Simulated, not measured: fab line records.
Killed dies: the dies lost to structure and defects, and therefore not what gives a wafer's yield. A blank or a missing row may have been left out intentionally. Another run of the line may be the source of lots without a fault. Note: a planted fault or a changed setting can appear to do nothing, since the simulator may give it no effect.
What tool caused it? || flow n5_finfet || 39 wafers from 13 lots sampled at 3 of the route's 1938 steps

== WHAT THE GAUGES SHOWED, per wafer ==
Not one reading of a measure or inspect step in the record can be checked against a usual standard deviation.

== WHICH TOOL RAN EACH LOT (tool, then ch and the chambers of the sampled wafers, then the start) ==
{"lot": "L303", "N5_PMOS_HMC_CHANNEL_EPI_STRIP_17": "wet_bench-06 ch 2,3,5, day 1 18:18", "N5_PASSIVATION_DESCUM_32": "rie_diel-05 ch 1,2, day 14 09:01", "N5_PASSIVATION_PROBE_49": "prober-01, day 14 14:28"}
{"lot": "L305", "N5_PMOS_HMC_CHANNEL_EPI_STRIP_17": "wet_bench-06 ch 2,3,6, day 2 05:59", "N5_PASSIVATION_DESCUM_32": "rie_diel-01 ch 0,1,3, day 14 04:36", "N5_PASSIVATION_PROBE_49": "prober-01, day 14 09:35"}
{"lot": "L306", "N5_PMOS_HMC_CHANNEL_EPI_STRIP_17": "wet_bench-04 ch 4,6,7, day 2 11:58", "N5_PASSIVATION_DESCUM_32": "rie_diel-05 ch 0,1,2, day 14 09:51", "N5_PASSIVATION_PROBE_49": "prober-02, day 14 14:53"}
{"lot": "L307", "N5_PMOS_HMC_CHANNEL_EPI_STRIP_17": "wet_bench-04 ch 0,4,7, day 2 17:29", "N5_PASSIVATION_DESCUM_32": "rie_diel-03 ch 1,2, day 14 19:38", "N5_PASSIVATION_PROBE_49": "prober-01, day 15 00:34"}
{"lot": "L308", "N5_PMOS_HMC_CHANNEL_EPI_STRIP_17": "wet_bench-06 ch 1,4,5, day 3 00:35", "N5_PASSIVATION_DESCUM_32": "rie_diel-01 ch 1,2,3, day 15 07:46", "N5_PASSIVATION_PROBE_49": "prober-02, day 15 12:33"}
{"lot": "L309", "N5_PMOS_HMC_CHANNEL_EPI_STRIP_17": "wet_bench-04 ch 1,5,7, day 3 06:12", "N5_PASSIVATION_DESCUM_32": "rie_diel-03 ch 0,1,3, day 15 08:14", "N5_PASSIVATION_PROBE_49": "prober-01, day 15 13:08"}
{"lot": "L310", "N5_PMOS_HMC_CHANNEL_EPI_STRIP_17": "wet_bench-04 ch 1,2,6, day 3 11:31", "N5_PASSIVATION_DESCUM_32": "rie_diel-03 ch 0,3, day 15 05:13", "N5_PASSIVATION_PROBE_49": "prober-02, day 15 10:07"}
{"lot": "L312", "N5_PMOS_HMC_CHANNEL_EPI_STRIP_17": "wet_bench-05 ch 1,3,5, day 4 00:07", "N5_PASSIVATION_DESCUM_32": "rie_diel-05 ch 1,3, day 16 00:28", "N5_PASSIVATION_PROBE_49": "prober-01, day 16 05:58"}
{"lot": "L316", "N5_PMOS_HMC_CHANNEL_EPI_STRIP_17": "wet_bench-06 ch 1,5,6, day 4 23:40", "N5_PASSIVATION_DESCUM_32": "rie_diel-03 ch 1,3, day 16 19:19", "N5_PASSIVATION_PROBE_49": "prober-02, day 17 00:23"}
{"lot": "L321", "N5_PMOS_HMC_CHANNEL_EPI_STRIP_17": "wet_bench-05 ch 0,3,5, day 6 06:10", "N5_PASSIVATION_DESCUM_32": "rie_diel-01 ch 1,2, day 18 11:01", "N5_PASSIVATION_PROBE_49": "prober-01, day 18 16:59"}
{"lot": "L322", "N5_PMOS_HMC_CHANNEL_EPI_STRIP_17": "wet_bench-05 ch 0,4,5, day 6 11:31", "N5_PASSIVATION_DESCUM_32": "rie_diel-01 ch 1,3, day 19 07:23", "N5_PASSIVATION_PROBE_49": "prober-01, day 19 12:38"}
{"lot": "L324", "N5_PMOS_HMC_CHANNEL_EPI_STRIP_17": "wet_bench-04 ch 0,4,5, day 6 23:45", "N5_PASSIVATION_DESCUM_32": "rie_diel-05 ch 0,2,3, day 18 17:27", "N5_PASSIVATION_PROBE_49": "prober-02, day 18 22:17"}
{"lot": "L326", "N5_PMOS_HMC_CHANNEL_EPI_STRIP_17": "wet_bench-06 ch 0,1,4, day 7 12:49", "N5_PASSIVATION_DESCUM_32": "rie_diel-03 ch 0,1, day 19 13:43", "N5_PASSIVATION_PROBE_49": "prober-01, day 19 18:47"}
- N5_PMOS_HMC_CHANNEL_EPI_STRIP_17: strips in SPM, time 750 s.
- N5_PASSIVATION_DESCUM_32: chemistry O2, time 7.9 s.
- N5_PASSIVATION_PROBE_49

== WHAT THE TOOLS THEMSELVES READ (means of the sampled wafers that have a number; where no wafer has one, the mark that the record gives instead) ==
N5_PASSIVATION_DESCUM_32.
{"lot": "L303", "tool": "rie_diel-05", "drypump_motor_current_A (A)": 5.6, "oes_product_au (a.u.)": 0.80, "rf_vpp_V (V)": 243.6, "showerhead_plenum_p_Torr (Torr)": 2.15, "throttle_valve_pct (%)": 20.43}
{"lot": "L305", "tool": "rie_diel-01", "drypump_motor_current_A (A)": 6.0, "oes_product_au (a.u.)": 0.81, "rf_vpp_V (V)": 242.7, "showerhead_plenum_p_Torr (Torr)": 2.09, "throttle_valve_pct (%)": 20.53}
{"lot": "L306", "tool": "rie_diel-05", "drypump_motor_current_A (A)": 5.5, "oes_product_au (a.u.)": 0.79, "rf_vpp_V (V)": 242.4, "showerhead_plenum_p_Torr (Torr)": 2.06, "throttle_valve_pct (%)": 20.56}
{"lot": "L307", "tool": "rie_diel-03", "drypump_motor_current_A (A)": 5.6, "oes_product_au (a.u.)": 0.86, "rf_vpp_V (V)": 244.1, "showerhead_plenum_p_Torr (Torr)": 2.23, "throttle_valve_pct (%)": 20.51}
{"lot": "L308", "tool": "rie_diel-01", "drypump_motor_current_A (A)": 5.8, "oes_product_au (a.u.)": 0.81, "rf_vpp_V (V)": 243.2, "showerhead_plenum_p_Torr (Torr)": 2.09, "throttle_valve_pct (%)": 20.46}
{"lot": "L309", "tool": "rie_diel-03", "drypump_motor_current_A (A)": 5.8, "oes_product_au (a.u.)": 0.78, "rf_vpp_V (V)": 244.7, "showerhead_plenum_p_Torr (Torr)": 2.15, "throttle_valve_pct (%)": 20.34}
{"lot": "L310", "tool": "rie_diel-03", "drypump_motor_current_A (A)": 5.9, "oes_product_au (a.u.)": 0.80, "rf_vpp_V (V)": 243.5, "showerhead_plenum_p_Torr (Torr)": 2.16, "throttle_valve_pct (%)": 20.18}
{"lot": "L312", "tool": "rie_diel-05", "drypump_motor_current_A (A)": 5.5, "oes_product_au (a.u.)": 0.83, "rf_vpp_V (V)": 242.8, "showerhead_plenum_p_Torr (Torr)": 2.06, "throttle_valve_pct (%)": 20.37}
{"lot": "L316", "tool": "rie_diel-03", "drypump_motor_current_A (A)": 6.1, "oes_product_au (a.u.)": 0.90, "rf_vpp_V (V)": 242.2, "showerhead_plenum_p_Torr (Torr)": 2.11, "throttle_valve_pct (%)": 20.21}
{"lot": "L321", "tool": "rie_diel-01", "drypump_motor_current_A (A)": 5.3, "oes_product_au (a.u.)": 0.80, "rf_vpp_V (V)": 242.3, "showerhead_plenum_p_Torr (Torr)": 2.01, "throttle_valve_pct (%)": 20.29}
{"lot": "L322", "tool": "rie_diel-01", "drypump_motor_current_A (A)": 6.0, "oes_product_au (a.u.)": 0.77, "rf_vpp_V (V)": 243.4, "showerhead_plenum_p_Torr (Torr)": 2.08, "throttle_valve_pct (%)": 20.65}
{"lot": "L324", "tool": "rie_diel-05", "drypump_motor_current_A (A)": 5.5, "oes_product_au (a.u.)": 0.76, "rf_vpp_V (V)": 242.1, "showerhead_plenum_p_Torr (Torr)": 2.08, "throttle_valve_pct (%)": 20.67}
{"lot": "L326", "tool": "rie_diel-03", "drypump_motor_current_A (A)": 5.5, "oes_product_au (a.u.)": 0.77, "rf_vpp_V (V)": 244.1, "showerhead_plenum_p_Torr (Torr)": 2.18, "throttle_valve_pct (%)": 20.42}

N5_PASSIVATION_PROBE_49.
{"lot": "L303", "tool": "prober-01", "killed_at_M0_to_M3": 28, "killed_at_M4_up": 14, "killed_at_contacts": 8, "killed_at_front_end": 60, "killed_at_other": 1, "killed_dies": 112, "killed_open": 77, "killed_short": 32}
{"lot": "L305", "tool": "prober-01", "killed_at_M0_to_M3": 37, "killed_at_M4_up": 17, "killed_at_contacts": 14, "killed_at_front_end": 38, "killed_at_other": 5, "killed_dies": 111, "killed_open": 69, "killed_short": 40}
{"lot": "L306", "tool": "prober-02", "killed_at_M0_to_M3": 28, "killed_at_M4_up": 11, "killed_at_contacts": 8, "killed_at_front_end": 42, "killed_at_other": 6, "killed_dies": 96, "killed_open": 67, "killed_short": 27}
{"lot": "L307", "tool": "prober-01", "killed_at_M0_to_M3": 38, "killed_at_M4_up": 14, "killed_at_contacts": 21, "killed_at_front_end": 42, "killed_at_other": 9, "killed_dies": 125, "killed_open": 80, "killed_short": 38}
{"lot": "L308", "tool": "prober-02", "killed_at_M0_to_M3": 37, "killed_at_M4_up": 11, "killed_at_contacts": 6, "killed_at_front_end": 37, "killed_at_other": 1, "killed_dies": 92, "killed_open": 53, "killed_short": 34}
{"lot": "L309", "tool": "prober-01", "killed_at_M0_to_M3": 40, "killed_at_M4_up": 17, "killed_at_contacts": 7, "killed_at_front_end": 34, "killed_at_other": 5, "killed_dies": 104, "killed_open": 65, "killed_short": 37}
{"lot": "L310", "tool": "prober-02", "killed_at_M0_to_M3": 28, "killed_at_M4_up": 9, "killed_at_contacts": 14, "killed_at_front_end": 45, "killed_at_other": 2, "killed_dies": 98, "killed_open": 51, "killed_short": 45}
{"lot": "L312", "tool": "prober-01", "killed_at_M0_to_M3": 36, "killed_at_M4_up": 15, "killed_at_contacts": 13, "killed_at_front_end": 28, "killed_at_other": 6, "killed_dies": 98, "killed_open": 61, "killed_short": 36}
{"lot": "L316", "tool": "prober-02", "killed_at_M0_to_M3": 30, "killed_at_M4_up": 8, "killed_at_contacts": 14, "killed_at_front_end": 77, "killed_at_other": 6, "killed_dies": 136, "killed_open": 65, "killed_short": 36}
{"lot": "L321", "tool": "prober-01", "killed_at_M0_to_M3": 23, "killed_at_M4_up": 10, "killed_at_contacts": 13, "killed_at_front_end": 38, "killed_at_other": 2, "killed_dies": 86, "killed_open": 57, "killed_short": 26}
{"lot": "L322", "tool": "prober-01", "killed_at_M0_to_M3": 40, "killed_at_M4_up": 14, "killed_at_contacts": 8, "killed_at_front_end": 31, "killed_at_other": 5, "killed_dies": 98, "killed_open": 63, "killed_short": 34}
{"lot": "L324", "tool": "prober-02", "killed_at_M0_to_M3": 31, "killed_at_M4_up": 18, "killed_at_contacts": 7, "killed_at_front_end": 38, "killed_at_other": 4, "killed_dies": 99, "killed_open": 60, "killed_short": 35}
{"lot": "L326", "tool": "prober-01", "killed_at_M0_to_M3": 29, "killed_at_M4_up": 24, "killed_at_contacts": 13, "killed_at_front_end": 45, "killed_at_other": 5, "killed_dies": 116, "killed_open": 72, "killed_short": 38}

== THE ANSWER, worked out from the rows above alone ==
Rule: usual is defined by the lots themselves. The widest of any qualifying gaps counts: lots, ordered by their means at a reading, are off when they make up no more than a third of the lots, leave a main group of 4 or more, and stand apart from it by 3 or more times the standard deviation of that group's means. The tables above print the reading to a certain number of digits; a main group whose means all agree to those digits is not used. Also off: a lot with no number at a reading for which 4 or more lots have one. The other lots that the step has rows for count as sound. The gauges are gone through in route order, then the tools' own readings, and for those a lot's mean is taken as printed above. The first step at which some lot is off is used, and at that step the reading that is off furthest; a lot without a number counts as furthest.
None of the lots is off at any reading shown; this tells nothing.

== WHAT THE SIMULATOR HAD PUT IN ==
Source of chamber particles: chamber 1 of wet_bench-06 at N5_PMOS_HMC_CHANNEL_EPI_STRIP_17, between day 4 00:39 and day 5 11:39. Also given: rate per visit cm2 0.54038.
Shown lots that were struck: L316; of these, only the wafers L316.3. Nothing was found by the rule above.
